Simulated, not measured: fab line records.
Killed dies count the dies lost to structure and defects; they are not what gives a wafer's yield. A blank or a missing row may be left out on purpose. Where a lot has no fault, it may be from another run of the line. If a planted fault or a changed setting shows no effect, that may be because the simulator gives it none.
fab line records    flow n5Finfet
record lots=9  wafers=27  lastDay=18
route steps=1938 shown BEOL_M2@860 BEOL_M4@1111
lots with no fault: from the same line, run without faults
startH: start of the lot's first displayed wafer, in hours after the record's first day    waitH: hours since the lot's step before    " identical to the entry in the row above    L1.1+2: a row that stands for several wafers    - no value, or no start was given    * or withheld: withheld    < > ~ a bound
route shown NAME@n: names a module that has steps shown in the file, with the first one's number in the route    usual: mean and standard deviation over wafers with no fault    same: alike in all rows    chamber/n: place in a boat    sites: readings site by site    _std_site: standard deviation across them    _edge_site: inner sites' mean taken away from outer sites' mean    radiusMm: for every site, how far away it sits from the centre of the wafer    mask NAME#n: copy n    behind: tool/chamber where the wafer was last shaped    hold: reason for holding the lot/hours on hold/outcome of the hold    device: the transistor (n, p or np) that didn't switch    end of line: tests of these same wafers at the route's end    for a step that has no rows: nothing shown but its recipe    killed: dies lost to structure and defects at the first sort, not the wafer's yield    map: a wafer's dies, marking killed ones x, the rest . and places with no die _
set.NAME: the setting the step ran with; set.NAME@STEP: the setting that earlier step ran with    model.NAME: the simulator's own value behind a step, which no gauge read
route steps across a sampled set of lots; one table per step, one row per wafer
services: when a tool's chamber went out of use (startH, in hours from the record's first day, below 0 if earlier), for how many hours, and the reason
## steps
# step N5_BEOL_M2_ETCH_64
# recipe chemistry=N2/H2  target=SOC  targetDepthA=750  overetchA=225  maskMaterial=SiARC  tempC=40  timeS=121.9  ionEnergyEv=200  pressureMtorr=30  sourceW=840  biasW=150  n2FlowSccm=200  h2FlowSccm=200
# usual biasW=150.0/0.47  drypumpMotorCurrentA=5.8/0.32  oesProductAu=0.61/0.06  rfVppV=523.8/2.5  showerheadPlenumPTorr=2.54/0.094  throttleValvePct=17.80/0.26
lot.wafer  tool        chamber  startH  waitH  biasW  drypumpMotorCurrentA  oesProductAu  rfHoursCounterH  rfVppV  showerheadPlenumPTorr  throttleValvePct
L102.1     rieDiel-04  3        131.01  0.0    150.6  6.2                   0.69          17               522.7   2.47                   17.55
L102.2     "           2        "       "      149.5  5.9                   0.72          5                522.6   2.51                   17.64
L102.3     "           0        "       "      150.6  5.4                   0.54          181              520.7   2.40                   17.70
L103.3     rieDiel-05  0        136.09  0.0    149.9  5.6                   0.54          210              523.6   2.52                   17.69
L103.4     "           0        "       "      149.2  5.6                   0.55          -                521.0   2.52                   17.71
L103.6     "           1        "       "      150.0  5.3                   0.61          -                527.8   2.69                   17.61
L104.2     rieDiel-03  3        142.55  0.0    150.5  5.3                   0.64          51               524.8   2.61                   17.81
L104.4     "           2        "       "      151.2  6.2                   0.65          -                527.4   2.69                   18.10
L104.5     "           1        "       "      150.0  6.0                   0.73          -                524.0   2.49                   17.83
L112.1     rieDiel-05  3        215.86  0.0    149.8  5.8                   0.57          188              523.2   2.54                   18.24
L112.2     "           1        "       "      149.7  5.3                   0.59          113              526.6   2.68                   17.64
L112.4     "           0        "       "      150.3  5.6                   0.53          -                524.2   2.50                   17.75
L116.3     rieDiel-03  2        224.11  0.0    149.5  6.2                   0.62          87               527.4   2.68                   18.17
L116.5     "           1        "       "      149.3  5.9                   0.68          -                523.6   2.48                   17.89
L116.6     "           2        "       "      149.2  6.1                   0.62          -                528.3   2.67                   18.16
L117.3     rieDiel-05  3        226.35  0.0    149.9  5.9                   0.57          192              524.3   2.54                   18.27
L117.5     "           2        "       "      149.8  6.2                   0.66          -                524.0   2.55                   17.23
L117.6     "           3        "       "      150.3  5.9                   0.57          -                524.3   2.54                   18.25
L119.1     rieDiel-05  2        239.00  0.0    150.1  6.2                   0.65          47               525.1   2.55                   17.24
L119.3     "           0        "       "      150.1  5.6                   0.53          249              523.8   2.50                   17.77
L119.5     "           1        "       "      150.2  5.3                   0.58          -                526.8   2.67                   17.65
L124.2     rieDiel-03  0        274.00  0.0    149.5  5.7                   0.68          35               525.2   2.61                   17.75
L124.3     "           1        "       "      150.0  6.0                   0.67          56               523.0   2.47                   17.92
L124.5     "           3        "       "      150.2  5.3                   0.60          -                524.0   2.59                   17.91
L125.2     rieDiel-04  1        290.17  0.0    150.3  6.0                   0.52          221              520.6   2.39                   17.49
L125.3     "           0        "       "      150.5  5.4                   0.51          232              518.7   2.38                   17.80
L125.5     "           2        "       "      150.5  5.8                   0.63          -                522.3   2.49                   17.74
# step N5_BEOL_M2_OVL_MEAS_29
# recipe pointsPerWafer=522
# usual V1_OVL=0.0/0.6
lot.wafer  tool        chamber  startH  waitH  V1_OVL[nm]
L102.1     overlay-01  0        131.73  0.0    0.9
L102.2     "           0        "       "      0.8
L102.3     "           0        "       "      1.1
L103.3     overlay-02  0        136.94  0.0    0.1
L103.4     "           0        "       "      0.0
L103.6     "           0        "       "      0.4
L104.2     overlay-01  0        143.38  0.0    -0.3
L104.4     "           0        "       "      -1.2
L104.5     "           0        "       "      -0.4
L112.1     overlay-01  0        216.75  0.0    -1.2
L112.2     "           0        "       "      -0.3
L112.4     "           0        "       "      -0.1
L116.3     overlay-01  0        225.04  0.0    -0.7
L116.5     "           0        "       "      0.2
L116.6     "           0        "       "      0.2
L117.3     overlay-02  0        227.07  0.0    0.6
L117.5     "           0        "       "      0.7
L117.6     "           0        "       "      1.0
L119.1     overlay-02  0        239.83  0.0    0.4
L119.3     "           0        "       "      0.1
L119.5     "           0        "       "      -0.3
L124.2     overlay-01  0        274.84  0.0    0.6
L124.3     "           0        "       "      1.3
L124.5     "           0        "       "      0.0
L125.2     overlay-02  0        290.87  0.0    0.7
L125.3     "           0        "       "      0.1
L125.5     "           0        "       "      0.3
# step N5_BEOL_M2_DESCUM_33
# recipe chemistry=O2  timeS=7  sourcePowerW=50  biasPowerW=20  pressureMtorr=20  rfFrequencyHz=2.712e+07  tempC=40  resist=CAR-EUV  o2FlowSccm=225
# usual drypumpMotorCurrentA=5.8/0.31  oesProductAu=0.80/0.083  rfVppV=243.1/1.3  showerheadPlenumPTorr=2.09/0.074  throttleValvePct=20.41/0.29
lot.wafer  tool        chamber  startH  waitH  drypumpMotorCurrentA  oesProductAu  rfHoursCounterH  rfVppV  showerheadPlenumPTorr  throttleValvePct
L102.1     rieDiel-03  2        131.82  0.0    6.2                   0.83          51               244.8   2.22                   20.90
L102.2     "           1        "       "      6.0                   0.97          7                242.8   2.03                   20.29
L102.3     "           3        "       "      5.3                   0.85          46               244.4   2.11                   20.04
L103.3     rieDiel-05  1        137.05  0.1    5.3                   0.80          83               245.5   2.21                   20.26
L103.4     "           3        "       "      5.8                   0.79          -                243.0   2.12                   20.81
L103.6     "           0        "       "      5.6                   0.72          -                242.8   2.09                   20.36
L104.2     rieDiel-04  0        143.90  0.5    5.4                   0.71          184              241.9   2.01                   20.71
L104.4     "           2        "       "      5.8                   0.93          9                242.6   2.05                   19.96
L104.5     "           0        "       "      5.3                   0.72          -                240.3   2.01                   20.69
L112.1     rieDiel-03  2        216.85  0.0    6.2                   0.79          84               245.2   2.21                   20.95
L112.2     "           3        "       "      5.3                   0.81          80               244.2   2.09                   20.11
L112.4     "           1        "       "      5.9                   0.90          -                241.7   2.02                   20.36
L116.3     rieDiel-04  0        225.12  0.0    5.4                   0.69          214              241.6   2.00                   20.72
L116.5     "           2        "       "      5.8                   0.85          -                243.2   2.04                   20.01
L116.6     "           3        "       "      6.1                   0.87          -                241.0   2.02                   20.28
L117.3     rieDiel-05  3        227.15  0.0    5.8                   0.77          193              244.2   2.11                   20.88
L117.5     "           1        "       "      5.3                   0.77          -                245.6   2.20                   20.30
L117.6     "           0        "       "      5.6                   0.69          -                243.0   2.07                   20.40
L119.1     rieDiel-05  0        239.92  0.0    5.6                   0.68          249              242.6   2.07                   20.42
L119.3     "           2        "       "      6.2                   0.88          47               244.9   2.13                   20.24
L119.5     "           3        "       "      5.8                   0.75          -                242.7   2.11                   20.88
L124.2     rieDiel-05  3        274.93  0.0    5.9                   0.75          205              242.5   2.11                   20.90
L124.3     "           2        "       "      6.2                   0.86          57               244.0   2.13                   20.24
L124.5     "           2        "       "      6.1                   0.84          -                243.4   2.13                   20.24
L125.2     rieDiel-05  1        290.96  0.0    5.3                   0.74          133              243.9   2.20                   20.33
L125.3     "           0        "       "      5.6                   0.95          7                242.9   2.07                   20.01
L125.5     "           3        "       "      5.9                   0.75          -                243.5   2.10                   20.90
# step N5_BEOL_M2_ETCH_69
# recipe chemistry=CF4  target=SiARC  targetDepthA=156  maskMaterial=CAR-EUV  timeS=26  ionEnergyEv=80  pressureMtorr=40  sourceW=545  biasW=36  Ar_flow_sccm=100  cf4FlowSccm=100  ends=cleared
# usual biasW=36.01/0.1  drypumpMotorCurrentA=5.8/0.31  etchRfOnTimeS=25.9/0.96  oesProductAu=0.69/0.074  rfVppV=184.0/1.1  showerheadPlenumPTorr=2.13/0.07  throttleValvePct=15.55/0.22
lot.wafer  tool        chamber  startH  waitH  biasW  drypumpMotorCurrentA  etchRfOnTimeS  oesProductAu  rfHoursCounterH  rfVppV  showerheadPlenumPTorr  throttleValvePct
L102.1     rieDiel-03  2        131.87  0.0    36.18  6.1                   26.2           0.73          51               184.4   2.27                   15.90
L102.2     "           1        "       "      35.95  5.9                   25.4           0.84          7                183.4   2.11                   15.59
L102.3     "           3        "       "      36.24  5.3                   26.6           0.72          46               184.6   2.17                   15.38
L103.3     rieDiel-05  1        137.10  0.0    36.04  5.3                   26.2           0.69          83               185.4   2.24                   15.36
L103.4     "           3        "       "      36.03  5.8                   24.8           0.68          -                183.1   2.14                   15.80
L103.6     "           0        "       "      36.09  5.6                   25.9           0.62          -                185.4   2.14                   15.57
L104.2     rieDiel-04  0        143.95  0.0    36.12  5.4                   26.3           0.60          184              181.8   2.02                   15.58
L104.4     "           2        "       "      36.09  5.8                   27.3           0.77          9                183.4   2.10                   15.24
L104.5     "           0        "       "      35.97  5.4                   26.4           0.61          -                185.0   2.02                   15.58
L112.1     rieDiel-03  2        216.90  0.0    35.91  6.1                   26.5           0.69          84               185.4   2.25                   15.97
L112.2     "           3        "       "      34.11  5.3                   26.8           0.68          80               177.7   2.16                   15.45
L112.4     "           1        "       "      35.93  5.9                   25.3           0.78          -                184.1   2.10                   15.65
L116.3     rieDiel-04  0        225.17  0.0    35.87  5.3                   26.2           0.59          214              183.2   2.01                   15.65
L116.5     "           2        "       "      36.08  5.8                   27.3           0.71          -                183.7   2.09                   15.29
L116.6     "           3        "       "      35.93  6.2                   24.8           0.75          -                183.8   2.09                   15.51
L117.3     rieDiel-05  3        227.20  0.0    36.01  5.9                   24.3           0.67          193              184.6   2.13                   15.88
L117.5     "           1        "       "      35.89  5.3                   26.1           0.66          -                185.6   2.23                   15.45
L117.6     "           0        "       "      36.15  5.6                   26.0           0.59          -                184.5   2.12                   15.64
L119.1     rieDiel-05  0        239.97  0.0    35.81  5.6                   26.8           0.59          249              183.2   2.12                   15.63
L119.3     "           2        "       "      36.14  6.2                   25.2           0.74          47               184.8   2.16                   15.28
L119.5     "           3        "       "      36.08  5.9                   24.8           0.65          -                183.1   2.13                   15.85
L124.2     rieDiel-05  3        274.98  0.0    36.14  5.8                   24.7           0.65          205              183.2   2.12                   15.90
L124.3     "           2        "       "      36.19  6.2                   25.5           0.73          57               183.5   2.16                   15.30
L124.5     "           2        "       "      36.18  6.2                   25.6           0.73          -                183.7   2.16                   15.29
L125.2     rieDiel-05  1        291.01  0.0    36.16  5.3                   26.0           0.65          133              185.7   2.22                   15.47
L125.3     "           0        "       "      36.06  5.6                   26.4           0.82          7                183.5   2.12                   15.15
L125.5     "           3        "       "      35.85  5.8                   24.6           0.65          -                184.2   2.12                   15.89
# step N5_BEOL_M4_RC_MEAS_101
# usual DIBL_N=36.2/2.4  DIBL_P=36.2/2.6  IOFF_N=0.16/0.045  IOFF_P=0.21/0.046  ION_N=674/17  ION_P=463/11  SS_N=71.5/0.77  SS_P=73.1/0.76  VT_N=250/3.9  VT_P=-250/3.9
lot.wafer  tool       chamber  startH  waitH  DIBL_N[mV/V]  DIBL_P[mV/V]  IOFF_N[nA/um]  IOFF_P[nA/um]  ION_N[uA/um]  ION_P[uA/um]  SS_N[mV/dec]  SS_P[mV/dec]  VT_N[mV]  VT_P[mV]
L103.3     prober-02  0        162.94  0.3    32.4          31.4          0.10           0.13           667           456           69.5          71.9          254       -258
L103.4     "          0        "       "      30.5          28.2          0.07           0.10           649           448           69.5          70.9          261       -261
L103.6     "          0        "       "      37.0          37.0          0.18           0.20           678           463           71.2          73.7          249       -252
L102.1     prober-02  0        165.46  0.0    39.4          39.7          0.20           0.27           685           474           72.3          73.8          249       -244
L102.2     "          0        "       "      37.9          38.3          0.16           0.24           692           480           71.5          72.9          249       -249
L102.3     "          0        "       "      40.5          40.5          0.22           0.30           695           473           71.9          74.1          247       -245
L104.2     prober-01  0        165.86  0.2    34.6          37.3          0.13           0.16           646           439           71.7          73.4          258       -258
L104.4     "          0        "       "      32.8          36.1          0.12           0.15           677           470           71.7          72.2          253       -257
L104.5     "          0        "       "      31.4          34.6          0.10           0.14           658           457           70.6          72.7          255       -258
L112.1     prober-02  0        245.65  0.0    34.9          35.3          0.14           0.21           678           467           71.3          72.5          250       -248
L112.2     "          0        "       "      37.4          36.0          0.19           0.22           669           460           72.6          73.1          248       -251
L112.4     "          0        "       "      36.3          35.8          0.16           0.22           669           461           71.0          73.3          248       -249
L116.3     prober-01  0        254.58  0.3    39.9          39.5          0.23           0.33           676           469           73.1          74.4          246       -244
L116.5     "          0        "       "      36.7          35.6          0.16           0.24           674           469           71.7          73.7          250       -247
L116.6     "          0        "       "      36.6          35.2          0.16           0.24           696           476           71.7          73.8          250       -246
L117.3     prober-01  0        257.52  0.3    35.7          38.0          0.18           0.21           688           468           71.6          73.2          247       -251
L117.5     "          0        "       "      34.6          36.0          0.16           0.18           691           468           71.2          72.8          248       -252
L117.6     "          0        "       "      36.0          37.9          0.16           0.20           665           458           71.8          73.8          250       -252
L119.1     prober-02  0        276.63  0.0    37.7          38.1          0.20           0.25           704           477           71.0          74.4          247       -249
L119.3     "          0        "       "      38.0          37.1          0.19           0.23           680           468           71.1          73.9          249       -250
L119.5     "          0        "       "      38.6          38.9          0.20           0.26           692           468           72.1          73.7          247       -247
L124.2     prober-02  0        309.45  0.2    35.4          35.4          0.14           0.22           663           456           70.9          73.0          250       -248
L124.3     "          0        "       "      33.3          32.2          0.10           0.17           647           452           70.8          72.6          258       -251
L124.5     "          0        "       "      34.5          34.5          0.13           0.21           674           474           71.5          72.9          255       -250
L125.2     prober-01  0        319.56  0.9    33.8          34.0          0.13           0.21           661           458           71.6          72.5          253       -248
L125.3     "          0        "       "      38.3          38.9          0.21           0.28           687           475           71.9          73.3          247       -245
L125.5     "          0        "       "      32.8          33.3          0.12           0.19           688           477           72.0          71.6          253       -250
## services
tool        chamber  startH  hours  kind
rieDiel-05  2        126.24  11.1   repair
rieDiel-03  0        141.00  -      clean
rieDiel-03  0        141.00  -      consumableReplace:focusRing
rieDiel-03  0        141.00  21.1   scheduledDown
rieDiel-03  0        141.00  21.1   ventCycle
rieDiel-03  3        191.96  1.7    repair
rieDiel-03  0        210.20  8.6    repair
rieDiel-03  1        224.57  8.3    repair
rieDiel-05  0        244.10  -      clean
rieDiel-05  0        244.10  -      consumableReplace:focusRing
rieDiel-05  0        244.10  14.7   scheduledDown
rieDiel-05  0        244.10  14.7   ventCycle
rieDiel-04  1        254.81  4.4    repair
## key
firstSign step=N5_BEOL_M2_ETCH_69  reading=biasW  direction=down  sigmas=18  usual=*  struck=*
effect step=N5_BEOL_M2_ETCH_69  reading=rfVppV  direction=down  sigmas=5.7  usual=184.0  struck=177.7
metAt N5_BEOL_M2_ETCH_69
struckLots L112
struckWafers L112.2
notActingAt N5_BEOL_M2_ETCH_64,N5_BEOL_M2_OVL_MEAS_29,N5_BEOL_M2_DESCUM_33
onsetBetween 131.87 216.90
fault kind=processParameterDrift  tool=rieDiel-03  chamber=3  onsetH=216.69  steps=N5_BEOL_M2_ETCH_69  channel=biasW  offset=*  shape=step  endH=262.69  actsIn=*  stated=*
